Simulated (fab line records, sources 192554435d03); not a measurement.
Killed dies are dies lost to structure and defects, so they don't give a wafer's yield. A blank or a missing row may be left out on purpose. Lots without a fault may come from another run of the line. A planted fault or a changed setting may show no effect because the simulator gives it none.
Chamber matching | flow n5_finfet | N5_BEOL_M11_DESCUM_33 on rie_diel-06: 4 sister chambers
The step chemistry O2, time 7.9 s. 4 wafers are shown with their chamber, then 9 later ones without.

WAFERS WITH THEIR CHAMBER
wafer  | chamber | showerhead_plenum_p_Torr (Torr)
L080.5 | 3       | 2.21
L090.6 | 0       | 2.04
L092.4 | 1       | 2.06
L092.6 | 2       | 2.16

WAFERS WITHOUT THEIR CHAMBER
wafer  | showerhead_plenum_p_Torr (Torr)
L094.1 | 2.06
L094.2 | 2.15
L094.6 | 2.20
L097.1 | 2.15
L097.2 | 2.20
L097.3 | 2.06
L096.1 | 2.15
L096.4 | 2.04
L096.6 | 2.04

WHICH CHAMBER EACH WENT THROUGH
wafer  | from the rows above | in truth
L094.1 | 1                   | 1
L094.2 | 2                   | 2
L094.6 | 3                   | 3
L097.1 | 2                   | 2
L097.2 | 3                   | 3
L097.3 | 1                   | 1
L096.1 | 2                   | 2
L096.4 | 0                   | 0
L096.6 | 0                   | 0
Placed correctly: 9 of 9. Can't be placed from these rows: 0. Placed wrongly: 0.
How it was worked out, from the rows above alone: a wafer's distance from a chamber is the root of the sum, over the readings, of the square of ((its reading less the chamber's mean) divided by the reading's scatter). The wafer belongs to the nearest chamber; if the next one is less than 2 further off, it can't be placed. A chamber's mean is the mean of its shown wafers. The scatter: with one shown wafer a chamber, the root of the mean of the squares of how far each hidden wafer lies from its nearest shown one.
